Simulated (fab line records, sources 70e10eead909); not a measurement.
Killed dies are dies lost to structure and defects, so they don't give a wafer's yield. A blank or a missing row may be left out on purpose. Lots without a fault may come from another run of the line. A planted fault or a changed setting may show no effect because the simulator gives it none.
Problem report in the 8D (eight disciplines) form, filled by code | flow nand_harc | the parts of the form that need people (team, actions taken, sign-off) are left out

1. THE PROBLEM
thk_nm at NHARC_A_ONON_D1_THK_MEAS_14 reads a mean of 568 nm on 2 wafers of 1 lot; wafers without a fault read 998 nm with a standard deviation of 13. That is -33 standard deviations from the usual mean.
The step: measures by ellipsometry.
First seen on wafer L552.1, day 15 22:59, on film_metro-02. The record holds 39 wafers of 13 lots with a number at this step. Rule for "out", or "out of limits": more than 4 standard deviations from the usual mean. The other wafers with a number count as sound.

2. WHAT IT IS AND WHAT IT IS NOT
question                    | is                | is not
which readings at this step | thk_nm            | -
which lots                  | L552              | L533, L534, L536, L537, L539, L540, L542, L547, L550, L551, L553, L555
which wafers of those lots  | L552.1, L552.2    | L552.4
read on which gauges        | film_metro-02     | film_metro-01
when                        | from day 15 22:59 | up to then (31 sound wafers); but 6 sound wafers of L553, L555 came after

3. SUSPECTS, AND WHAT RULES EACH OUT
Counting: a tool at a process step up to the reading stays a suspect if it ran every lot that is out. Sound lots after the first of them don't rule it out here, since some wafers of a struck lot are sound.
- the gauge at NHARC_A_ONON_D1_THK_MEAS_14: ruled out. All the wafers that are out were read on film_metro-02, but those of them that NHARC_END_SORT_01 has rows for are out there too, on other tools.
- pecvd_onon-02 at NHARC_A_ONON_D1_DEP_12 (target thk 1000 nm): kept. It ran the lot that is out, L552 (day 15 22:28); its last sound lot up to then is L542 (day 12 09:19).
Left after counting: pecvd_onon-02 at NHARC_A_ONON_D1_DEP_12.

4. THE CAUSE (what the simulator had put in)
Process parameter drift: pecvd_onon-02, from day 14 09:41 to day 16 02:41, at NHARC_A_ONON_D1_DEP_12. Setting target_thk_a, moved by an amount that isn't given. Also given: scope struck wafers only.
Counting left only this tool.

5. THE CHAIN OF EFFECTS, in route order
Each row: a reading whose mean over the struck wafers that have a number lies more than 3 standard deviations from the usual. Only readings for which the record gives a usual standard deviation are gone through. hours: the time from each lot's start at the first step in this table that gives one to its start at this step, as a median over the lots. sigmas: the change in usual standard deviations.
hours | step                        | reading         | usual  | on struck wafers | change | sigmas
0     | NHARC_A_ONON_D1_THK_MEAS_14 | thk_nm          | 998 nm | 568              | -430   | -33
393   | NHARC_END_SORT_01           | killed_at_array | 55     | 670              | +614   | +31
393   | NHARC_END_SORT_01           | killed_dies     | 60     | 677              | +617   | +32
Later measuring or inspecting steps at which every struck wafer that the step has a row for has a number for every such reading, and none has moved that far: NHARC_A_ONON_D1_INSPECT_32.

6. WHAT WOULD HAVE CAUGHT IT SOONER
In this record the first reading out of limits at a measuring or inspecting step was taken at day 15 22:59, 37 hours after the fault began at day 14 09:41.
All the lots that are out (1) had begun NHARC_A_ONON_D1_DEP_12 on pecvd_onon-02 by day 15 22:59. A hold on the tool at that time would have spared none of them.
